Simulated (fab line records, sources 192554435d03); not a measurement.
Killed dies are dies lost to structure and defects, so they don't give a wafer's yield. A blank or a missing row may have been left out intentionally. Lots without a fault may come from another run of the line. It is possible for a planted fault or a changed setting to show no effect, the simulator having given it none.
fab line records	flow n5Finfet
record: lots: 11	wafers: 33	lastDay: 16
route steps=1938 shown BEOL_M10@1509 MIM_BOT_ETCH@1869 PASSIVATION@1908
lots that met no fault: taken from a fault-free run of the same line
startH: hours from the record's opening day to when the first of the lot's shown wafers began	waitH: time in hours since the lot's previous step	" same as the row above	L1.1+2: several wafers, shown together as one row	- either no value or no given start	* or withheld: withheld	< > ~ a bound
route shown NAME@n: NAME is a module with steps in the file, n the number in the route of the first one	usual: average and standard deviation across the fault-free wafers	same: alike in all rows	chamber/n: place in a boat	sites: each site's reading	_std_site: how widely they spread, as a standard deviation	_edge_site: inner sites' mean taken away from outer sites' mean	radiusMm: how far each site lies from the wafer's centre	mask NAME#n: copy n	behind: the tool/chamber that last shaped the wafer	hold: cause of the lot's hold/its duration in hours/its outcome	device: whichever transistor did not switch (one of n, p or np)	end of line: the same wafers' tests at the end of the route	for a step that has no rows: nothing shown but its recipe	killed: the dies lost at the first sort to structure and to defects; this is not the yield of the wafer	map: the dies of a wafer, with x for killed, . for not killed, _ for no die there
set.NAME: the run value of the setting; set.NAME@STEP: its run value at that earlier step	model.NAME: the simulator's own value behind a step, which no gauge read
route steps across a sampled set of lots; one table per step, one row per wafer
services: from which hour (startH, from the record's first day; less than 0 if before it) a tool's chamber was out of use, for how many hours, and why
== steps ==
step: N5_BEOL_M10_VIA_ETCH_34
recipe: chemistry: C4F6/O2	target: SiCOH_lowk	targetDepthA: 1845	maskMaterial: SOC	taperDeg: 4	timeS: 69.2	ionEnergyEv: 250	pressureMtorr: 30	sourceW: 345	biasW: 185	Ar_flow_sccm: 300	C4F6_flow_sccm: 10	O2_flow_sccm: 10
usual: drypumpMotorCurrentA: 5.65/0.28	oes_f_703_au: 0.79/0.086	oes_o_777_au: 0.79/0.078	oesProductAu: 0.78/0.083	rfVppV: 657/12	showerheadPlenumPTorr: 2.86/0.12	throttleValvePct: 20.99/0.21
lot.wafer	tool	chamber	startH	waitH	drypumpMotorCurrentA	oes_f_703_au	oes_o_777_au	oesProductAu	rfHoursCounterH	rfVppV	showerheadPlenumPTorr	throttleValvePct
L232.2	rieDiel-01	2	252.05	0.0	6.03	0.99	0.99	0.97	8	660	3.05	20.87
L232.5	"	2	"	"	6.04	1.01	0.99	0.98	-	659	3.05	20.87
L232.6	"	3	"	"	5.16	0.85	0.86	0.82	-	638	2.84	20.57
L233.2	rieDiel-02	0	257.56	0.0	5.81	0.72	0.73	0.69	223	654	2.68	20.88
L233.4	"	1	"	"	5.66	0.88	0.85	0.88	33	651	3.02	20.86
L233.5	"	0	"	"	5.82	0.73	0.74	0.69	-	653	2.68	20.88
L235.1	rieDiel-02	0	267.63	0.0	5.82	0.73	0.74	0.69	227	655	2.68	20.90
L235.3	"	3	"	"	5.37	0.72	0.73	0.72	223	680	2.84	21.33
L235.4	"	2	"	"	5.37	0.74	0.75	0.76	115	663	2.78	21.10
L236.2	rieDiel-01	3	271.78	0.0	5.18	0.85	0.86	0.79	110	637	2.84	20.58
L236.3	"	2	"	"	5.99	0.99	0.96	0.95	16	660	3.04	20.88
L236.4	"	1	"	"	5.78	0.70	0.68	0.68	223	647	2.94	21.07
L238.4	rieDiel-02	3	287.64	0.0	5.38	0.71	0.72	0.72	230	677	2.83	21.34
L238.5	"	1	"	"	5.68	0.87	0.84	0.85	-	651	3.01	20.87
L238.6	"	2	"	"	5.36	0.74	0.75	0.76	-	662	2.78	21.09
L239.2	rieDiel-02	2	298.85	0.0	5.37	0.74	0.75	0.75	125	663	2.78	21.10
L239.3	"	1	"	"	5.69	0.86	0.83	0.85	46	651	3.01	20.87
L239.5	"	3	"	"	5.40	0.71	0.72	0.71	-	678	2.83	21.33
L240.2	rieDiel-02	1	300.99	0.0	5.66	0.86	0.83	0.85	47	651	3.01	20.87
L240.4	"	3	"	"	5.42	0.71	0.72	0.72	234	678	2.83	21.33
L240.6	"	0	"	"	5.83	0.72	0.73	0.69	-	654	2.67	20.92
L242.1	rieDiel-05	0	309.27	0.0	6.30	0.93	0.93	0.93	10	688	2.92	20.76
L242.2	"	1	"	"	5.77	0.73	0.74	0.69	211	655	2.94	21.06
L242.3	"	2	"	"	5.62	0.75	0.78	0.73	184	660	2.67	20.83
L241.1	rieDiel-02	2	309.58	0.0	5.38	0.73	0.74	0.75	129	661	2.78	21.11
L241.2	"	0	"	"	5.80	0.71	0.72	0.69	242	655	2.67	20.91
L241.3	"	1	"	"	5.67	0.86	0.83	0.85	51	651	3.01	20.88
L243.1	rieDiel-02	3	315.81	0.0	5.37	0.70	0.72	0.71	239	678	2.83	21.34
L243.5	"	1	"	"	5.67	0.85	0.83	0.84	-	649	3.01	20.88
L243.6	"	2	"	"	5.37	0.73	0.74	0.75	-	661	2.78	21.12
L244.3	rieDiel-02	0	328.39	0.0	5.81	0.70	0.72	0.68	248	652	2.67	20.95
L244.4	"	1	"	"	5.69	0.85	0.81	0.85	57	649	3.01	20.89
L244.5	"	2	"	"	5.36	0.72	0.73	0.75	-	662	2.77	21.11
step: N5_MIM_BOT_ETCH_STRIP_01
recipe: chemistry: O2	powerW: 600	tempC: 60	pressureMtorr: 30	rfFrequencyHz: 6e+07	biasPowerW: 0	overashFraction: 0.5	o2FlowSccm: 225
usual: drypumpMotorCurrentA: 5.7/0.31	oesProductAu: 0.79/0.079	rfVppV: 3.6/1.3	showerheadPlenumPTorr: 2.11/0.075	throttleValvePct: 16.72/0.23
lot.wafer	tool	chamber	startH	waitH	drypumpMotorCurrentA	oesProductAu	rfHoursCounterH	rfVppV	showerheadPlenumPTorr	throttleValvePct
L233.2	rieDiel-01	2	296.80	0.1	6.0	0.90	24	5.2	2.22	16.43
L233.4	"	1	"	"	5.8	0.68	233	2.6	2.13	16.70
L233.5	"	3	"	"	5.1	0.78	-	3.1	2.11	16.53
L232.2	rieDiel-02	2	297.21	0.1	5.3	0.76	124	3.5	2.04	16.79
L232.5	"	2	"	"	5.4	0.79	-	4.8	2.05	16.83
L232.6	"	3	"	"	5.4	0.70	-	2.8	2.07	17.06
L235.1	rieDiel-01	0	313.82	0.1	6.1	0.85	74	3.8	2.05	16.95
L235.3	"	3	"	"	5.1	0.77	125	2.6	2.11	16.59
L235.4	"	2	"	"	6.0	0.89	31	5.2	2.22	16.45
L236.2	rieDiel-01	1	314.26	0.2	5.8	0.68	240	2.9	2.13	16.70
L236.3	"	3	"	"	5.2	0.79	125	2.6	2.11	16.60
L236.4	"	2	"	"	6.0	0.91	31	4.8	2.22	16.45
L238.4	rieDiel-01	0	330.31	0.1	6.1	0.83	80	2.7	2.05	16.92
L238.5	"	3	"	"	5.2	0.77	-	3.9	2.11	16.56
L238.6	"	0	"	"	6.1	0.83	-	3.8	2.05	16.97
L239.2	rieDiel-02	1	339.62	0.1	5.7	0.84	62	3.7	2.18	16.42
L239.3	"	3	"	"	5.4	0.71	247	2.7	2.07	17.06
L239.5	"	1	"	"	5.7	0.83	-	3.9	2.18	16.44
L240.2	rieDiel-02	1	343.39	0.1	5.7	0.84	64	1.9	2.18	16.44
L240.4	"	1	"	"	5.7	0.84	-	2.9	2.18	16.37
L240.6	"	2	"	"	5.3	0.75	-	6.4	2.04	16.87
L242.1	rieDiel-01	3	348.00	0.2	5.2	0.76	138	7.7	2.11	16.65
L242.2	"	2	"	"	6.0	0.86	43	2.2	2.22	16.44
L242.3	"	0	"	"	6.1	0.82	87	3.2	2.05	16.93
L241.1	rieDiel-05	1	352.19	0.1	5.8	0.68	227	2.9	2.17	16.88
L241.2	"	2	"	"	5.6	0.73	200	4.1	2.01	17.02
L241.3	"	3	"	"	5.8	0.79	130	3.8	2.21	16.65
L243.1	rieDiel-01	3	353.37	0.1	5.2	0.76	141	5.5	2.11	16.61
L243.5	"	2	"	"	6.0	0.85	-	5.5	2.22	16.42
L243.6	"	0	"	"	6.1	0.82	-	4.2	2.04	16.92
L244.3	rieDiel-02	1	364.52	0.1	5.7	0.83	75	2.9	2.17	16.48
L244.4	"	1	"	"	5.7	0.80	-	4.2	2.17	16.43
L244.5	"	2	"	"	5.4	0.74	-	1.9	2.04	16.91
step: N5_PASSIVATION_DESCUM_32
recipe: chemistry: O2	timeS: 7.9	sourcePowerW: 50	biasPowerW: 20	pressureMtorr: 20	rfFrequencyHz: 2.712e+07	tempC: 40	o2FlowSccm: 225
usual: drypumpMotorCurrentA: 5.8/0.33	oesProductAu: 0.79/0.09	rfVppV: 243.4/1.5	showerheadPlenumPTorr: 2.12/0.073	throttleValvePct: 20.48/0.23
lot.wafer	tool	chamber	startH	waitH	drypumpMotorCurrentA	oesProductAu	rfHoursCounterH	rfVppV	showerheadPlenumPTorr	throttleValvePct
L233.2	rieDiel-05	0	301.37	0.2	6.3	0.94	7	245.2	2.13	20.16
L233.4	"	3	"	"	5.8	0.80	112	244.1	2.22	20.39
L233.5	"	1	"	"	5.8	0.68	-	243.9	2.17	20.63
L232.2	rieDiel-01	2	301.84	0.0	6.1	0.91	27	244.5	2.22	20.29
L232.5	"	2	"	"	6.0	0.90	-	245.1	2.22	20.30
L232.6	"	3	"	"	5.2	0.77	-	242.9	2.11	20.34
L235.1	rieDiel-05	0	317.58	0.0	6.3	0.91	12	243.5	2.13	20.20
L235.3	"	2	"	"	5.6	0.73	187	242.4	2.01	20.77
L235.4	"	1	"	"	5.8	0.68	214	245.8	2.17	20.66
L236.2	rieDiel-01	3	318.36	0.0	5.1	0.77	127	242.4	2.11	20.37
L236.3	"	2	"	"	6.0	0.89	33	246.2	2.22	20.31
L236.4	"	1	"	"	5.8	0.68	241	244.8	2.13	20.44
L238.4	rieDiel-02	3	334.11	0.3	5.4	0.71	-	241.9	2.06	20.79
L238.5	"	2	"	"	5.4	0.75	-	240.6	2.04	20.65
L238.6	"	1	"	"	5.7	0.83	-	245.3	2.17	20.10
L239.2	rieDiel-05	0	342.97	0.5	6.3	0.89	22	244.7	2.13	20.20
L239.3	"	2	"	"	5.6	0.72	198	242.1	2.01	20.81
L239.5	"	1	"	"	5.8	0.67	-	243.7	2.17	20.67
L240.2	rieDiel-01	0	346.37	0.0	6.1	0.83	87	242.5	2.04	20.76
L240.4	"	2	"	"	6.0	0.88	-	245.4	2.21	20.31
L240.6	"	0	"	"	6.1	0.83	-	240.6	2.04	20.80
L242.1	rieDiel-02	0	350.82	0.0	5.8	1.03	0	244.9	2.26	20.54
L242.2	"	2	"	"	5.4	0.74	146	241.8	2.03	20.66
L242.3	"	1	"	"	5.7	0.83	68	245.5	2.17	20.13
L241.1	rieDiel-05	0	354.72	0.1	6.3	0.89	25	243.6	2.12	20.19
L241.2	"	2	"	"	5.6	0.72	201	241.0	2.01	20.80
L241.3	"	3	"	"	5.8	0.79	131	245.2	2.21	20.43
L243.1	rieDiel-05	1	357.61	0.1	5.8	0.67	230	244.1	2.16	20.67
L243.5	"	1	"	"	5.8	0.67	-	244.5	2.16	20.66
L243.6	"	0	"	"	6.3	0.88	-	243.6	2.12	20.20
L244.3	rieDiel-05	2	367.22	0.2	5.6	0.72	205	240.5	2.01	20.81
L244.4	"	3	"	"	5.8	0.78	135	244.7	2.21	20.45
L244.5	"	2	"	"	5.6	0.72	-	242.4	2.01	20.80
step: N5_PASSIVATION_PROBE_49
usual: defectLimitedYield: 91.0/1.4	killed_at_M0_to_M3: 36/11	killed_at_M4_up: 13/5.4	killedAtContacts: 12/6.4	killedAtFrontEnd: 41/13	killedAtOther: 2.9/2.3	killedDies: 106/17	killedOpen: 70/12	killedShort: 34/8.4	sort_bin_4_leakage: 0.01/0.057	sort_bin_5_function: 5.2/1	sort_bin_6_memory: 3.4/0.63	sort_bin_8_speed: 0.1/0.49	sortNPass: 1074/18	sortYieldPct: 91.0/1.6
same: grossDies: 1180	killedAtBackSide: 0
lot.wafer	tool	chamber	startH	waitH	defectLimitedYield[%]	killed_at_M0_to_M3	killed_at_M4_up	killedAtContacts	killedAtFrontEnd	killedAtOther	killedDies	killedOpen	killedShort	sort_bin_4_leakage[%]	sort_bin_5_function[%]	sort_bin_6_memory[%]	sort_bin_8_speed[%]	sortNPass	sortYieldPct[%]
L240.2	prober-02	-	351.47	0.1	91.8	23	9	20	42	3	97	62	35	0	4.3	3.9	0	1083	91.8
L240.6	prober-02	-	351.67	0.3	92.1	32	20	7	32	2	93	68	25	0	4.5	3.0	0	1087	92.1
L242.1	prober-01	-	355.82	0.0	89.7	38	15	11	57	0	121	77	37	0	5.1	4.3	0	1059	89.7
L242.2	prober-01	-	355.87	0.1	91.6	34	12	9	43	1	99	61	33	0.08	5.0	2.6	0	1080	91.5
L242.3	prober-01	-	355.92	0.1	94.7	13	12	7	29	1	62	48	14	0	3.0	2.1	0	1118	94.7
L241.1	prober-01	-	360.00	0.0	85.9	40	74	5	47	0	166	54	38	0	8.8	3.4	0	1014	85.9
L241.2	prober-01	-	360.05	0.1	83.8	24	99	5	63	0	191	58	40	0	10.6	4.0	0	989	83.8
L241.3	prober-01	-	360.10	0.1	83.1	44	100	11	44	1	200	60	34	0	10.6	5.0	0	980	83.1
L243.1	prober-02	-	362.40	0.0	88.7	24	69	8	30	2	133	46	19	0	6.8	3.2	0	1047	88.7
L243.5	prober-02	-	362.60	0.2	83.3	38	101	19	32	7	197	59	47	0	11.3	4.4	0	983	83.3
L243.6	prober-02	-	362.65	0.3	86.4	24	71	14	43	9	161	58	36	0	9.6	2.9	0	1019	86.4
L244.3	prober-01	-	372.21	0.1	82.9	42	105	11	42	2	202	82	28	0	11.3	4.6	0	978	82.9
L244.4	prober-01	-	372.26	0.2	83.5	44	107	8	34	2	195	73	34	0	10.8	4.2	0	985	83.5
L244.5	prober-01	-	372.31	0.2	84.2	45	75	9	51	6	186	81	39	0	10.0	4.3	0.1	993	84.2
killed by level:class
L240.2 MOL_CONTACT_COAG:geometricParticle:open=16 STI_FIN_REVEAL:geometricParticle:open=10 BEOL_M0_SAQP:geometricParticle:short=8 FIN_SAQP:geometricParticle:short=7 GATE_CUT:geometricParticle:short=6 STARTING-WAFER:geometricParticle:open=6 FIN_SAQP:geometricParticle:open=5 MOL_CONTACT_COAG:geometricParticle:short=4
L240.6 BEOL_M2:geometricParticle:open=9 FIN_SAQP:geometricParticle:short=7 MOL_CONTACT_COAG:geometricParticle:open=7 BEOL_M0_SAQP:geometricParticle:open=6 BEOL_M4:geometricParticle:open=6 FIN_SAQP:geometricParticle:open=4 DUMMY_GATE:geometricParticle:open=4 GATE_CUT:geometricParticle:open=4
L242.1 FIN_SAQP:geometricParticle:open=18 FIN_SAQP:geometricParticle:short=12 BEOL_M3:geometricParticle:open=10 BEOL_M0_SAQP:geometricParticle:open=9 BEOL_M4:geometricParticle:open=9 MOL_CONTACT_COAG:geometricParticle:open=8 HKMG_FIN:areaEtch=6 BEOL_M3:geometricParticle:short=4
L242.2 FIN_SAQP:geometricParticle:open=17 BEOL_M0_SAQP:geometricParticle:short=9 BEOL_M0_SAQP:geometricParticle:open=9 BEOL_M1:geometricParticle:open=7 FIN_SAQP:geometricParticle:short=6 BEOL_M4:geometricParticle:open=6 MOL_CONTACT_COAG:geometricParticle:open=5 STARTING-WAFER:geometricParticle:short=5
L242.3 FIN_SAQP:geometricParticle:open=10 MOL_CONTACT_COAG:geometricParticle:open=7 STI_FIN_REVEAL:geometricParticle:open=5 BEOL_M4:geometricParticle:open=5 STARTING-WAFER:geometricParticle:short=5 FIN_SAQP:geometricParticle:short=4 BEOL_M3:geometricParticle:open=4 BEOL_M8:geometricParticle:open=4
L241.1 BEOL_M10:unspecified=68 FIN_SAQP:geometricParticle:short=11 STI_FIN_REVEAL:geometricParticle:open=10 BEOL_M1:geometricParticle:open=10 FIN_SAQP:geometricParticle:open=7 BEOL_M0_SAQP:geometricParticle:short=6 BEOL_M0:geometricParticle:open=5 HKMG_FIN:areaEtch=5
L241.2 BEOL_M10:unspecified=85 FIN_SAQP:geometricParticle:open=17 FIN_SAQP:geometricParticle:short=16 STI_FIN_REVEAL:geometricParticle:open=7 BEOL_M1:geometricParticle:open=6 BEOL_M4:geometricParticle:open=6 BEOL_M3:geometricParticle:open=5 HKMG_FIN:areaEtch=5
L241.3 BEOL_M10:unspecified=97 BEOL_M0_SAQP:geometricParticle:open=11 FIN_SAQP:geometricParticle:short=10 STI_FIN_REVEAL:geometricParticle:open=10 MOL_CONTACT_COAG:geometricParticle:open=8 BEOL_M0_SAQP:geometricParticle:short=8 BEOL_M0:geometricParticle:open=7 HKMG_FIN:areaEtch=7
L243.1 BEOL_M10:unspecified=66 BEOL_M2:geometricParticle:open=10 FIN_SAQP:geometricParticle:open=8 MOL_CONTACT_COAG:geometricParticle:open=7 BEOL_M0_SAQP:geometricParticle:short=5 FIN_SAQP:geometricParticle:short=4 BEOL_M1:geometricParticle:open=4 DUMMY_GATE:geometricParticle:open=3
L243.5 BEOL_M10:unspecified=91 MOL_CONTACT_COAG:geometricParticle:open=14 BEOL_M0_SAQP:geometricParticle:short=9 BEOL_M1:geometricParticle:open=9 STI_FIN_REVEAL:geometricParticle:open=7 GATE_CUT:geometricParticle:short=6 FIN_SAQP:geometricParticle:short=5 FIN_SAQP:geometricParticle:open=5
L243.6 BEOL_M10:unspecified=64 GATE_CUT:geometricParticle:short=12 MOL_CONTACT_COAG:geometricParticle:open=12 STI_FIN_REVEAL:geometricParticle:open=6 GATE_CUT:geometricParticle:open=6 BEOL_M0_SAQP:geometricParticle:short=5 DUMMY_GATE:geometricParticle:short=5 DUMMY_GATE:geometricParticle:open=5
L244.3 BEOL_M10:unspecified=90 FIN_SAQP:geometricParticle:open=20 BEOL_M2:geometricParticle:open=11 BEOL_M1:geometricParticle:open=10 FIN_SAQP:geometricParticle:short=9 MOL_CONTACT_COAG:geometricParticle:open=8 BEOL_M4:geometricParticle:open=7 BEOL_M0_SAQP:geometricParticle:open=6
L244.4 BEOL_M10:unspecified=88 FIN_SAQP:geometricParticle:open=12 BEOL_M0_SAQP:geometricParticle:short=11 BEOL_M3:geometricParticle:open=8 MOL_CONTACT_COAG:geometricParticle:open=7 BEOL_M0:geometricParticle:open=7 BEOL_M2:geometricParticle:open=6 BEOL_M3:geometricParticle:short=6
L244.5 BEOL_M10:unspecified=64 FIN_SAQP:geometricParticle:open=17 FIN_SAQP:geometricParticle:short=9 STI_FIN_REVEAL:geometricParticle:open=9 MOL_CONTACT_COAG:geometricParticle:open=9 BEOL_M0_SAQP:geometricParticle:open=8 BEOL_M3:geometricParticle:open=7 BEOL_M0_SAQP:geometricParticle:short=7
== services ==
tool	chamber	startH	hours	kind
rieDiel-01	-	260.12	2.1	repair
rieDiel-05	0	260.26	-	clean
rieDiel-05	0	260.26	-	consumableReplace:focusRing
rieDiel-05	0	260.26	21.8	scheduledDown
rieDiel-05	1	284.51	16.5	repair
rieDiel-05	0	287.28	3.1	repair
rieDiel-02	3	307.53	2.1	repair
rieDiel-05	-	318.46	0.3	repair
rieDiel-01	-	319.33	0.6	repair
rieDiel-02	0	332.85	-	clean
rieDiel-02	0	332.85	-	consumableReplace:focusRing
rieDiel-02	0	332.85	-	consumableReplace:showerhead
rieDiel-02	0	332.85	16.9	scheduledDown
rieDiel-02	0	332.85	16.9	ventCycle
rieDiel-01	1	344.14	-	clean
rieDiel-01	1	344.14	-	consumableReplace:esc
rieDiel-01	1	344.14	-	consumableReplace:focusRing
rieDiel-01	1	344.14	22.4	scheduledDown
rieDiel-01	1	344.14	22.4	ventCycle
rieDiel-02	3	349.78	-	clean
rieDiel-02	3	349.78	-	consumableReplace:focusRing
rieDiel-02	3	349.78	20.1	scheduledDown
rieDiel-02	3	349.78	20.1	ventCycle
rieDiel-05	2	361.78	1.3	repair
== key ==
firstSign: step: N5_PASSIVATION_PROBE_49	reading: killed_at_M4_up	direction: up	sigmas: 14	usual: 13	struck: 89
effect: step: N5_PASSIVATION_PROBE_49	reading: killedDies	direction: up	sigmas: 4.5	usual: 106	struck: 181
moreKillsBornAt: N5_BEOL_M10_VIA_ETCH_34@rieDiel-02: 713
metAt N5_BEOL_M10_VIA_ETCH_34
struckLots L241,L243,L244
notActingAt N5_MIM_BOT_ETCH_STRIP_01,N5_PASSIVATION_DESCUM_32
onsetBetween 300.99 309.58
alsoFits time
fault: kind: chamberParticleSource	tool: rieDiel-02	chamber: -	onsetH: 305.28	steps: N5_BEOL_M10_VIA_ETCH_34	ratePerVisitCm2: 0.38473	endH: 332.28
